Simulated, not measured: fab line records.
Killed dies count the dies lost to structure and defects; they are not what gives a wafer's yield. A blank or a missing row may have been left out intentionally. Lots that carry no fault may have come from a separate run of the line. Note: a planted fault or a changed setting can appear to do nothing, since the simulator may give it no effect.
fab line records | flow nand-harc
record: lots: 14 wafers: 42 last-day: 33
route steps=1302 shown A_STAIRCASE@741
lots untouched by any fault: they come from a run of this same line in which no faults occurred
start-h: hours from the record's first day to the start of the lot's first wafer shown | wait-h: how many hours have passed since the lot's step before this one | " identical to the entry in the row above | L1.1+2: several wafers, shown together as one row | - no value, or no start given | * or withheld: withheld | < > ~ a bound
route shown NAME@n: NAME is a module with steps in the file, n the number in the route of the first one | usual: average and standard deviation across the fault-free wafers | same: alike in all rows | chamber/n: place in a boat | sites: each site's reading | _std_site: the standard deviation of these | _edge_site: the outer-site mean with the inner-site mean subtracted | radius-mm: for every site, how far away it sits from the centre of the wafer | mask NAME#n: copy n | behind: the tool/chamber that last shaped the wafer | hold: why the lot was held/for how many hours/how that ended | device: names the non-switching transistor (n, p or np) | end of line: tests run on the same wafers once the route is complete | where a step has no rows: the recipe by itself | killed: dies lost to structure and defects at the first sort, not the wafer's yield | map: shows each die of a wafer: x if killed, . if not, _ if none is there
set.NAME: setting as actually run; set.NAME@STEP: the setting as run at that earlier step | model.NAME: the simulator's own value behind a step, which no gauge read
the route's steps for a sample of lots (tables are steps, rows are wafers)
services: when a tool's chamber went out of use (start-h, in hours from the record's first day, below 0 if earlier), for how many hours, and the reason
== steps ==
step: NHARC_A_STAIRCASE_ETCH_227
recipe: target-depth-a: 1000 time-s: 40.5 ion-energy-ev: 400 c4f8-flow-sccm: 20 o2-flow-sccm: 10 ar-flow-sccm: withheld rf-w: 600 bias-w: 1000 chemistry: C4F8/O2
usual: oes-product-au: 0.946/0.014 rf-vpp-V: 897/5.9
same: time-s: 40.5
columns lot.wafer tool chamber start-h wait-h oes-product-au rf-hours-counter-h rf-vpp-V
L173.4 rie-diel-09 0 - - 0.957 12 890
L173.2 " 1 " " 0.946 13 901
L173.5 " 0 " " 0.959 - 890
L174.3 rie-diel-09 1 - - 0.943 13 903
L174.2 " 3 " " 0.951 11 897
L174.6 " 2 " " 0.919 - 906
L175.2 rie-diel-09 1 - - 0.942 24 904
L175.1 " 2 " " 0.921 22 905
L175.3 " 0 " " 0.944 19 890
L177.4 rie-diel-12 3 - - 0.935 30 891
L177.2 " 1 " " 0.964 42 906
L177.6 " 0 " " 0.934 - 903
L176.1 rie-diel-12 1 - - 0.967 44 905
L176.4 " 2 " " 0.960 39 899
L176.5 " 2 " " 0.959 - 898
L178.1 rie-diel-12 3 - - 0.962 38 889
L178.2 " 0 " " 0.929 48 904
L178.4 " 1 " " 0.956 50 903
L179.2 rie-diel-05 2 - - 0.972 0 894
L179.1 " 3 " " 0.922 5 890
L179.6 " 2 " " 0.967 - 894
L181.4 rie-diel-05 1 - - 0.951 9 890
L181.6 " 2 " " 0.957 - 895
L181.5 " 3 " " 0.930 - 890
L182.3 rie-diel-05 0 - - 0.962 14 897
L182.5 " 1 " " 0.941 - 890
L182.6 " 2 " " 0.953 - 894
L185.3 rie-diel-12 0 - - 0.958 12 902
L185.1 " 2 " " 0.938 10 898
L185.6 " 0 " " 0.966 - 903
L186.1 rie-diel-09 2 - - 0.937 4 904
L186.3 " 1 " " 0.942 4 902
L186.5 " 2 " " 0.931 - 904
L193.4 rie-diel-12 3 - - 0.953 32 890
L193.3 " 0 " " 0.950 24 903
L193.1 " 1 " " 0.957 30 904
L195.1 rie-diel-05 3 - - 0.942 53 890
L195.2 " 0 " " 0.932 59 895
L195.5 " 2 " " 0.941 - 893
L194.4 rie-diel-09 0 - - 0.956 32 889
L194.5 " 3 " " 0.929 - 897
L194.6 " 0 " " 0.958 - 888
step: NHARC_A_STAIRCASE_TRIM_229
recipe: time-s: 211.2 o2-flow-sccm: 500 ar-flow-sccm: 0 bias-w: 0 chemistry: O2
usual: drypump-motor-current-A: 5.6/0.49 o2-flow-sccm: 499.9/1.5 oes-product-au: 1.007/0.013 rf-vpp-V: 57.9/1 run-length-s: 232.4/0.31 showerhead-plenum-p-Torr: 3.56/0.16 throttle-valve-pct: 17.037/0.0088
columns lot.wafer tool chamber start-h wait-h drypump-motor-current-A o2-flow-sccm oes-product-au rf-hours-counter-h rf-vpp-V run-length-s showerhead-plenum-p-Torr throttle-valve-pct
L173.2 rie-diel-12 0 362.38 0.1 6.1 499.5 0.995 29 59.1 232.4 3.73 17.035
L173.4 " 1 " " 5.2 498.4 1.024 30 57.6 232.7 3.79 17.031
L173.5 " 1 " " 5.2 499.5 1.020 - 57.5 232.5 3.79 17.032
L174.2 rie-diel-09 1 362.84 0.1 6.2 499.0 1.009 13 59.3 232.3 3.74 17.047
L174.3 " 3 " " 5.8 499.9 1.005 11 57.7 233.1 3.57 17.051
L174.6 " 0 " " 6.0 501.4 1.017 - 59.1 231.8 3.38 17.021
L175.1 rie-diel-12 1 384.75 0.1 5.2 500.1 1.029 38 60.8 232.6 3.79 17.033
L175.2 " 2 " " 5.6 502.0 1.020 35 57.7 232.0 3.60 17.029
L175.3 " 3 " " 5.1 498.4 1.012 28 57.7 232.4 3.36 17.040
L177.2 rie-diel-12 1 394.57 0.1 5.1 499.2 1.028 42 59.0 232.2 3.78 17.040
L177.4 " 2 " " 5.7 502.0 1.021 38 58.4 232.1 3.60 17.048
L177.6 " 1 " " 5.2 499.8 1.020 - 59.9 232.3 3.78 17.054
L176.1 rie-diel-05 0 400.73 0.1 5.4 501.7 0.989 55 59.2 232.0 3.58 17.045
L176.4 " 1 " " 5.3 498.3 1.010 55 57.8 232.4 3.38 17.037
L176.5 " 0 " " 5.4 500.6 0.994 - 58.9 232.0 3.58 17.043
L178.2 rie-diel-12 1 417.41 0.1 5.2 501.4 1.013 50 58.3 232.9 3.78 17.020
L178.4 " 2 " " 5.7 498.2 1.012 47 57.2 232.7 3.60 17.030
L178.1 " 0 " " 6.1 499.1 0.984 48 58.9 232.7 3.72 17.050
L179.1 rie-diel-12 1 422.20 0.1 5.2 502.0 1.011 51 58.3 232.2 3.78 17.034
L179.2 " 2 " " 5.6 500.3 1.020 48 57.2 232.1 3.59 17.031
L179.6 " 1 " " 5.2 500.8 1.016 - 58.1 232.7 3.78 17.018
L181.4 rie-diel-12 0 436.68 0.1 6.1 500.2 1.005 54 57.0 232.7 3.72 17.031
L181.5 " 3 " " 5.1 500.7 1.010 - 57.6 233.0 3.35 17.048
L181.6 " 0 " " 6.0 499.7 0.990 - 58.2 232.6 3.72 17.028
L182.3 rie-diel-05 3 450.62 0.1 5.3 500.0 0.990 13 57.3 232.7 3.38 17.030
L182.5 " 0 " " 5.4 500.0 1.016 - 59.0 232.3 3.58 17.028
L182.6 " 1 " " 5.3 498.7 0.994 - 57.4 232.3 3.38 17.045
L185.1 rie-diel-12 1 492.38 0.1 5.2 497.9 1.026 12 58.4 305.1 3.77 17.015
L185.3 " 2 " " 5.6 500.2 1.008 10 58.3 232.1 3.58 17.032
L185.6 " 1 " " 5.2 499.4 1.031 - 58.1 304.7 3.77 17.050
L186.3 rie-diel-12 1 515.49 0.1 5.2 500.6 1.024 17 58.0 304.7 3.76 17.031
L186.1 " 2 " " 5.7 499.7 1.000 18 56.6 232.4 3.58 17.033
L186.5 " 0 " " 6.1 501.7 1.016 - 57.4 232.8 3.71 17.043
L193.3 rie-diel-05 1 558.26 0.1 5.2 497.5 0.974 50 56.8 232.7 3.36 17.048
L193.1 " 3 " " 5.3 498.3 1.002 47 57.0 232.7 3.37 17.051
L193.4 " 0 " " 5.4 503.1 1.005 51 57.7 232.9 3.56 17.040
L195.1 rie-diel-12 2 580.37 0.1 5.7 498.8 1.018 38 59.5 232.0 3.57 17.040
L195.2 " 0 " " 6.1 499.1 1.008 30 59.3 232.8 3.70 17.052
L195.5 " 1 " " 5.2 500.4 1.019 - 59.8 232.2 3.75 17.046
L194.4 rie-diel-12 0 585.48 0.1 6.1 501.2 1.011 31 56.7 232.5 3.70 17.035
L194.5 " 1 " " 5.2 499.4 1.016 - 59.6 232.9 3.75 17.024
L194.6 " 2 " " 5.7 497.7 1.018 - 58.2 232.0 3.57 17.030
step: NHARC_A_STAIRCASE_ETCH_234
recipe: target-depth-a: 1000 time-s: 40.5 ion-energy-ev: 400 c4f8-flow-sccm: 20 o2-flow-sccm: 10 ar-flow-sccm: withheld rf-w: 600 bias-w: 1000 chemistry: C4F8/O2
usual: oes-product-au: 0.951/0.013 rf-vpp-V: 897/5.8
same: time-s: 40.5
columns lot.wafer tool chamber start-h wait-h oes-product-au rf-hours-counter-h rf-vpp-V
L173.4 rie-diel-12 1 - - 0.973 30 906
L173.2 " 2 " " 0.962 30 900
L173.5 " 1 " " 0.967 - 905
L174.2 rie-diel-09 3 - - 0.955 13 896
L174.3 " 0 " " 0.963 14 891
L174.6 " 2 " " 0.934 - 905
L175.3 rie-diel-12 1 - - 0.973 38 905
L175.2 " 2 " " 0.960 35 900
L175.1 " 0 " " 0.949 37 904
L177.2 rie-diel-12 0 - - 0.945 42 904
L177.4 " 1 " " 0.968 43 903
L177.6 " 2 " " 0.958 - 898
L176.4 rie-diel-05 0 - - 0.934 55 898
L176.1 " 1 " " 0.939 55 891
L176.5 " 2 " " 0.935 - 895
L178.1 rie-diel-12 0 - - 0.942 48 903
L178.2 " 1 " " 0.956 50 904
L178.4 " 2 " " 0.958 47 898
L179.1 rie-diel-12 2 - - 0.954 48 899
L179.2 " 3 " " 0.970 40 890
L179.6 " 1 " " 0.970 - 905
L181.4 rie-diel-12 2 - - 0.967 52 899
L181.6 " 3 " " 0.968 - 888
L181.5 " 0 " " 0.942 - 903
L182.3 rie-diel-05 3 - - 0.930 14 890
L182.6 " 1 " " 0.941 - 890
L182.5 " 2 " " 0.960 - 895
L185.1 rie-diel-12 1 - - 0.959 12 905
L185.3 " 3 " " 0.954 13 889
L185.6 " 1 " " 0.973 - 904
L186.1 rie-diel-12 1 - - 0.956 17 904
L186.3 " 2 " " 0.949 19 898
L186.5 " 1 " " 0.959 - 904
L193.3 rie-diel-05 2 - - 0.967 43 894
L193.1 " 3 " " 0.957 47 890
L193.4 " 0 " " 0.953 52 897
L195.1 rie-diel-12 0 - - 0.953 31 902
L195.2 " 1 " " 0.947 36 903
L195.5 " 0 " " 0.939 - 902
L194.4 rie-diel-12 3 - - 0.952 41 889
L194.6 " 3 " " 0.954 - 891
L194.5 " 0 " " 0.953 - 902
step: NHARC_A_STAIRCASE_TRIM_235
recipe: time-s: 211.2 o2-flow-sccm: 500 ar-flow-sccm: 0 bias-w: 0 chemistry: O2
usual: drypump-motor-current-A: 5.6/0.5 o2-flow-sccm: 500.1/1.4 oes-product-au: 1.005/0.012 rf-vpp-V: 57.8/0.94 run-length-s: 232.49/0.28 showerhead-plenum-p-Torr: 3.55/0.16 throttle-valve-pct: 17.037/0.0096
same: time-s: 211.2
columns lot.wafer tool chamber start-h wait-h drypump-motor-current-A o2-flow-sccm oes-product-au rf-hours-counter-h rf-vpp-V run-length-s showerhead-plenum-p-Torr throttle-valve-pct
L173.2 rie-diel-12 2 - - 5.6 503.5 1.008 31 57.7 232.40 3.60 17.042
L173.4 " 3 " " 5.1 499.5 0.986 23 57.8 232.30 3.36 17.029
L173.5 " 0 " " 6.1 499.3 0.989 - 57.1 232.36 3.74 17.053
L174.3 rie-diel-09 2 - - 6.1 499.8 0.981 16 59.0 231.80 3.77 17.039
L174.2 " 0 " " 5.9 498.4 1.018 15 56.9 232.60 3.38 17.050
L174.6 " 3 " " 5.8 503.5 1.013 - 56.5 232.98 3.57 17.031
L175.2 rie-diel-12 1 - - 5.2 501.1 1.018 38 58.0 232.22 3.79 17.040
L175.1 " 2 " " 5.7 499.2 1.013 35 58.2 232.04 3.60 17.041
L175.3 " 0 " " 6.1 499.9 1.001 37 58.2 232.93 3.73 17.041
L177.2 rie-diel-12 3 - - 5.1 500.6 1.010 31 58.3 232.48 3.36 17.052
L177.4 " 1 " " 5.2 500.8 1.017 43 58.1 232.60 3.78 17.034
L177.6 " 3 " " 5.1 499.6 1.011 - 58.0 232.30 3.36 17.022
L176.4 rie-diel-05 2 - - 6.7 500.0 0.989 58 58.9 232.32 3.48 17.022
L176.1 " 0 " " 5.4 500.5 0.996 55 58.2 231.94 3.58 17.041
L176.5 " 3 " " 5.3 500.1 0.984 - 57.9 232.57 3.39 17.047
L178.4 rie-diel-12 3 - - 5.1 498.5 1.025 39 56.7 232.61 3.36 17.044
L178.1 " 0 " " 6.0 499.3 0.996 49 57.7 232.55 3.72 17.016
L178.2 " 1 " " 5.2 499.8 1.020 50 59.5 232.40 3.78 17.049
L179.1 rie-diel-12 3 - - 5.1 500.4 1.011 40 56.8 232.46 3.36 17.036
L179.2 " 0 " " 6.1 498.6 0.983 50 59.3 232.76 3.72 17.025
L179.6 " 1 " " 5.2 500.5 1.009 - 57.6 232.47 3.78 17.025
L181.4 rie-diel-12 0 - - 6.1 500.3 0.992 54 56.7 232.74 3.72 17.031
L181.6 " 2 " " 5.7 498.3 1.014 - 56.5 232.09 3.59 17.030
L181.5 " 3 " " 5.1 501.3 1.026 - 57.4 232.71 3.35 17.028
L182.3 rie-diel-05 2 - - 6.8 500.0 1.010 9 58.2 232.36 3.48 17.049
L182.6 " 2 " " 6.8 500.9 1.012 - 58.7 232.38 3.48 17.036
L182.5 " 3 " " 5.3 500.7 0.994 - 58.0 232.71 3.38 17.038
L185.1 rie-diel-12 1 - - 5.1 500.3 1.025 12 57.9 232.68 3.77 17.062
L185.3 " 2 " " 5.7 499.7 1.003 11 59.0 232.27 3.58 17.036
L185.6 " 1 " " 5.1 497.2 1.016 - 58.4 232.34 3.77 17.044
L186.3 rie-diel-12 0 - - 6.1 498.9 1.000 17 59.3 233.13 3.71 17.046
L186.1 " 1 " " 5.2 500.0 1.012 17 57.3 232.20 3.76 17.072
L186.5 " 1 " " 5.2 499.7 1.029 - 59.0 232.29 3.76 17.033
L193.1 rie-diel-05 1 - - 5.3 501.3 0.981 51 56.7 232.49 3.36 17.031
L193.3 " 3 " " 5.3 499.4 0.992 47 56.4 232.87 3.37 17.035
L193.4 " 0 " " 5.4 501.0 1.006 52 57.5 232.09 3.56 17.024
L195.1 rie-diel-12 0 - - 6.1 499.5 1.007 31 59.0 232.66 3.70 17.036
L195.2 " 2 " " 5.6 496.0 1.008 38 57.9 232.79 3.57 17.032
L195.5 " 3 " " 5.1 499.6 1.007 - 60.0 232.81 3.33 17.066
L194.4 rie-diel-12 0 - - 6.1 501.8 1.000 31 58.4 232.59 3.70 17.047
L194.6 " 2 " " 5.7 500.6 1.007 - 57.3 232.31 3.57 17.043
L194.5 " 3 " " 5.1 500.6 1.009 - 57.4 232.25 3.33 17.030
== services ==
columns tool chamber start-h hours kind
rie-diel-12 3 338.90 21.6 repair
rie-diel-05 3 343.92 16.0 repair
rie-diel-12 0 352.49 - clean
rie-diel-12 1 352.49 - clean
rie-diel-12 2 352.49 - clean
rie-diel-09 3 369.41 2.4 repair
rie-diel-12 0 377.04 - clean
rie-diel-12 1 377.04 - clean
rie-diel-12 2 377.04 - clean
rie-diel-12 3 377.04 - clean
rie-diel-12 0 401.69 - clean
rie-diel-12 1 401.69 - clean
rie-diel-12 2 401.69 - clean
rie-diel-05 - 406.60 9.0 pm
rie-diel-09 2 436.62 4.4 repair
rie-diel-12 - 446.93 9.0 pm
rie-diel-12 0 476.15 8.5 repair
rie-diel-09 - 497.12 9.0 pm
rie-diel-05 1 526.54 6.4 repair
rie-diel-05 - 541.85 0.6 repair
rie-diel-09 3 542.58 2.1 repair
rie-diel-05 - 544.38 0.7 repair
rie-diel-12 - 551.43 0.1 repair
rie-diel-05 - 583.60 9.0 pm
== key ==
first-sign: step: NHARC_A_STAIRCASE_TRIM_229 reading: run-length-s direction: up sigmas: 99+ usual: * struck: *
effect none on later readings
met-at NHARC_A_STAIRCASE_TRIM_229
struck-lots L185,L186
struck-wafers L185.1,L185.6,L186.3
later-rows-left-out L185.1,L185.6,L186.3
sort-left-out L185.1,L185.6,L186.3
tester-left-out L185,L186
not-acting-at NHARC_A_STAIRCASE_ETCH_227,NHARC_A_STAIRCASE_ETCH_234,NHARC_A_STAIRCASE_TRIM_235
onset-between 422.20 492.38
fault: kind: process-parameter-drift tool: rie-diel-12 chamber: 1 onset-h: 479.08 steps: NHARC_A_STAIRCASE_TRIM_229 channel: time-s offset: * shape: step end-h: 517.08 acts-in: * stated: *
tester-left-out: of these lots the tester's yield and bins aren't shown, on N5 and GAA mostly nor the transistor test; their killed dies are dies lost to structure and defects alone, not to doping, threshold or leakage, so they don't give the yield
sort-left-out: the simulated sort isn't trusted on such a fault, so these wafers' sort isn't shown, and their yield isn't known
later-rows-left-out: the simulator's readings of these wafers behind a module that went badly wrong aren't trusted and aren't shown, but for the sort
